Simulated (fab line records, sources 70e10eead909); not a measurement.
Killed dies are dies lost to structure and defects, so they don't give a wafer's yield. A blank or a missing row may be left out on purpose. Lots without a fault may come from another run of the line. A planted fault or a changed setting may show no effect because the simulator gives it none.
Which tool did it? | flow nand_harc | 11 lots, 33 wafers sampled, at 5 steps of a route of 1159

WHAT THE GAUGES READ, wafer by wafer
NHARC_A_M1_CD_MEAS_16. Usual: cd_nm 119.6 nm, standard deviation 0.9.
lot  | measured     | on        | cd_nm (nm)        | flag
L771 | day 18 07:23 | cd_sem-03 | 118.6 119.3 118.7 |
L769 | day 18 09:11 | cd_sem-03 | 119.4 120.0 118.6 |
L770 | day 18 12:25 | cd_sem-03 | 117.8 119.0 119.7 |
L775 | day 19 04:10 | cd_sem-01 | 120.1 119.1 120.1 |
L776 | day 19 14:37 | cd_sem-03 | 120.1 118.5 120.2 |
L779 | day 20 01:43 | cd_sem-01 | 118.4 119.6 119.4 |
L778 | day 20 02:30 | cd_sem-02 | 119.3 120.0 118.2 |
L781 | day 20 17:14 | cd_sem-01 | 121.0 119.9 118.8 |
L784 | day 21 06:35 | cd_sem-01 | 120.6 119.8 118.1 |
L787 | day 22 04:13 | cd_sem-02 | 120.3 120.9 120.2 |
L788 | day 22 09:53 | cd_sem-03 | 120.0 120.4 120.7 |

NHARC_END_SORT_01. Usual: defect_limited_yield 95.5 %, standard deviation 1.3; killed_at_array 27, standard deviation 8.8; killed_at_other 0.4, standard deviation 0.82; killed_at_periphery 3.1, standard deviation 2.1; killed_dies 31, standard deviation 8.8; killed_open 3.3, standard deviation 2; killed_short 2.0, standard deviation 1.4; sort_bin_2_pct 1.3 %, standard deviation 0.56; sort_bin_3_pct 0.25 %, standard deviation 0.21; sort_bin_4_pct 2.9 %, standard deviation 0.89; sort_n_pass 646, standard deviation 8.8; sort_rim_yield_pct 95.8 %, standard deviation 2.7; sort_yield_pct 95.5 %, standard deviation 1.3.
lot  | measured     | on        | defect_limited_yield (%) | killed_at_array | killed_at_other | killed_at_periphery | killed_dies | killed_open | killed_short | sort_bin_2_pct (%) | sort_bin_3_pct (%) | sort_bin_4_pct (%) | sort_n_pass | sort_rim_yield_pct (%) | sort_yield_pct (%) | flag
L788 | day 24 02:41 | prober-01 | 81.4 96.0 80.6           | 123 26 127      | 0 0 1           | 3 1 3               | 126 27 131  | 3 6 2       | 0 2 1        | 7.7 0.6 8.1        | 5.61 0.15 5.02     | 5.3 3.2 6.2        | 551 650 546 | 95.3 97.2 92.5         | 81.4 96.0 80.6     | OFF

WHICH TOOL RAN EACH LOT (tool, then ch and the chambers of the sampled wafers, then the start)
lot  | NHARC_A_M1_STRIP_18                | NHARC_A_BONDPAD_STRIP_15           | NHARC_THIN_TSV_PVD_51
L771 | rie_diel-06 ch 0,3, day 18 07:28   | rie_diel-01 ch 1,2, day 18 12:14   | pvd_sputter-02, no start
L769 | rie_diel-12 ch 1,3, day 18 09:17   | rie_diel-01 ch 0,1,2, day 18 14:18 | pvd_sputter-02, no start
L770 | rie_diel-07 ch 0,1,3, day 18 12:33 | rie_diel-09 ch 0,1, day 18 17:37   | pvd_sputter-03, no start
L775 | rie_diel-06 ch 0,3, day 19 04:14   | rie_diel-01 ch 0,1,3, day 19 09:23 | pvd_sputter-02, no start
L776 | rie_diel-06 ch 0,1,2, day 19 14:44 | rie_diel-13 ch 0,1, day 19 19:20   | pvd_sputter-02, no start
L779 | rie_diel-06 ch 0,2,3, day 20 01:47 | rie_diel-01 ch 0,1,3, day 20 06:43 | pvd_sputter-02, no start
L778 | rie_diel-07 ch 0,1,3, day 20 02:35 | rie_diel-01 ch 0,1,3, day 20 07:29 | pvd_sputter-02, no start
L781 | rie_diel-06 ch 0,1, day 20 17:19   | rie_diel-09 ch 1,3, day 20 22:05   | pvd_sputter-02, no start
L784 | rie_diel-07 ch 0,2, day 21 06:39   | rie_diel-01 ch 0,2, day 21 11:26   | pvd_sputter-03, no start
L787 | rie_diel-07 ch 1,3, day 22 04:18   | rie_diel-09 ch 0,1, day 22 09:06   | pvd_sputter-02, no start
L788 | rie_diel-06 ch 1,2,3, day 22 09:59 | rie_diel-01 ch 0,3, day 22 14:52   | pvd_sputter-01, day 24 02:41 or earlier
- NHARC_A_M1_STRIP_18: strips in N2/H2.
- NHARC_A_BONDPAD_STRIP_15: strips in O2.
- NHARC_THIN_TSV_PVD_51: deposits Cu, target thk 100 nm.

WHAT THE TOOLS THEMSELVES READ (means of the sampled wafers that have a number; where no wafer has one, the mark that the record gives instead)
NHARC_A_M1_STRIP_18. Usual: chamber_pressure_mTorr 30.003 mTorr, standard deviation 0.025; drypump_motor_current_A 5.8 A, standard deviation 0.48; oes_product_au 0.994 a.u., standard deviation 0.0095; rf_vpp_V 90.5 V, standard deviation 0.94; showerhead_plenum_p_Torr 2.00 Torr, standard deviation 0.083; throttle_valve_pct 14.172 %, standard deviation 0.0098.
lot  | tool        | chamber_pressure_mTorr (mTorr) | drypump_motor_current_A (A) | oes_product_au (a.u.) | rf_vpp_V (V) | showerhead_plenum_p_Torr (Torr) | throttle_valve_pct (%) | flag
L771 | rie_diel-06 | 30.022                         | 5.8                         | 0.997                 | 91.1         | 2.06                            | 14.173                 |
L769 | rie_diel-12 | 30.014                         | 5.5                         | 1.003                 | 90.7         | 1.99                            | 14.163                 |
L770 | rie_diel-07 | 29.995                         | 6.0                         | 0.991                 | 89.0         | 1.93                            | 14.175                 |
L775 | rie_diel-06 | 30.006                         | 5.8                         | 0.998                 | 90.8         | 2.06                            | 14.164                 |
L776 | rie_diel-06 | 29.980                         | 5.8                         | 0.995                 | 90.9         | 2.03                            | 14.172                 |
L779 | rie_diel-06 | 30.021                         | 5.6                         | 0.998                 | 91.5         | 2.02                            | 14.167                 |
L778 | rie_diel-07 | 29.991                         | 6.0                         | 0.985                 | 89.8         | 1.93                            | 14.167                 |
L781 | rie_diel-06 | 30.011                         | 6.2                         | 0.989                 | 91.4         | 2.08                            | 14.175                 |
L784 | rie_diel-07 | 30.018                         | 5.6                         | 0.984                 | 90.3         | 2.06                            | 14.167                 |
L787 | rie_diel-07 | 30.017                         | 6.2                         | 0.994                 | 90.8         | 1.93                            | 14.179                 |
L788 | rie_diel-06 | 30.017                         | 5.5                         | 0.988                 | 90.2         | 2.06                            | 14.172                 |

NHARC_A_BONDPAD_STRIP_15. Usual: chamber_pressure_mTorr 60.00 mTorr, standard deviation 0.081; drypump_motor_current_A 5.8 A, standard deviation 0.44; oes_product_au 0.996 a.u., standard deviation 0.0074; rf_vpp_V 57.6 V, standard deviation 0.92; showerhead_plenum_p_Torr 3.46 Torr, standard deviation 0.16; throttle_valve_pct 17.038 %, standard deviation 0.01.
lot  | tool        | chamber_pressure_mTorr (mTorr) | drypump_motor_current_A (A) | oes_product_au (a.u.) | rf_vpp_V (V) | showerhead_plenum_p_Torr (Torr) | throttle_valve_pct (%) | flag
L771 | rie_diel-01 | 59.96                          | 6.2                         | 0.985                 | 57.2         | 3.32                            | 17.029                 |
L769 | rie_diel-01 | 60.04                          | 5.9                         | 1.000                 | 56.4         | 3.32                            | 17.037                 |
L770 | rie_diel-09 | 59.98                          | 5.9                         | 1.000                 | 58.1         | 3.67                            | 17.036                 |
L775 | rie_diel-01 | 60.04                          | 5.7                         | 1.001                 | 57.1         | 3.46                            | 17.039                 |
L776 | rie_diel-13 | 60.03                          | 6.0                         | 0.997                 | 58.0         | 3.50                            | 17.039                 |
L779 | rie_diel-01 | 59.96                          | 5.7                         | 0.998                 | 58.2         | 3.46                            | 17.033                 |
L778 | rie_diel-01 | 60.05                          | 5.7                         | 0.993                 | 57.8         | 3.46                            | 17.037                 |
L781 | rie_diel-09 | 60.08                          | 6.1                         | 1.000                 | 57.7         | 3.47                            | 17.047                 |
L784 | rie_diel-01 | 60.01                          | 5.9                         | 1.005                 | 56.9         | 3.31                            | 17.035                 |
L787 | rie_diel-09 | 60.01                          | 6.4                         | 0.997                 | 57.7         | 3.64                            | 17.033                 |
L788 | rie_diel-01 | 59.97                          | 5.4                         | 0.987                 | 58.2         | 3.46                            | 17.045                 |

NHARC_THIN_TSV_PVD_51. Usual: throttle_valve_pct 30.0 %, standard deviation 0.63.
lot  | tool           | throttle_valve_pct (%) | flag
L771 | pvd_sputter-02 | 30.1                   |
L769 | pvd_sputter-02 | 30.4                   |
L770 | pvd_sputter-03 | 30.3                   |
L775 | pvd_sputter-02 | 30.5                   |
L776 | pvd_sputter-02 | 30.2                   |
L779 | pvd_sputter-02 | 30.4                   |
L778 | pvd_sputter-02 | 30.2                   |
L781 | pvd_sputter-02 | 30.5                   |
L784 | pvd_sputter-03 | 29.9                   |
L787 | pvd_sputter-02 | 30.0                   |
L788 | pvd_sputter-01 | 30.3                   |

THE ANSWER, worked out from the rows above alone
Rule: a lot is off if the mean of its wafers that have a number lies more than 3 standard deviations from the usual mean. A lot without any number at a reading at which 4 lots or more have one is off too. The other lots that the step has rows for count as sound. The gauges are gone through in route order, then the tools' own readings, and for those a lot's mean is taken as printed above. The first step at which some lot is off is used, and at that step the reading that is off furthest; a lot without a number counts as furthest.
Off: L788, at NHARC_END_SORT_01 (sort_bin_3_pct). Neither off nor sound, because the step has no rows for them: L771, L769, L770, L775, L776, L779, L778, L781, L784, L787.
A tool fits if, at a process step before that reading, it ran every lot that is off, and no sound lot after the first of them. The gauges at NHARC_END_SORT_01 are tried like those tools. NHARC_THIN_TSV_PVD_51 gives no start for some lots, so the hours and the order of its lots are those of NHARC_END_SORT_01. Can't be told from this: 4 tools fit, rie_diel-06 at NHARC_A_M1_STRIP_18, rie_diel-01 at NHARC_A_BONDPAD_STRIP_15, pvd_sputter-01 at NHARC_THIN_TSV_PVD_51, prober-01 at NHARC_END_SORT_01.

WHAT THE SIMULATOR HAD PUT IN
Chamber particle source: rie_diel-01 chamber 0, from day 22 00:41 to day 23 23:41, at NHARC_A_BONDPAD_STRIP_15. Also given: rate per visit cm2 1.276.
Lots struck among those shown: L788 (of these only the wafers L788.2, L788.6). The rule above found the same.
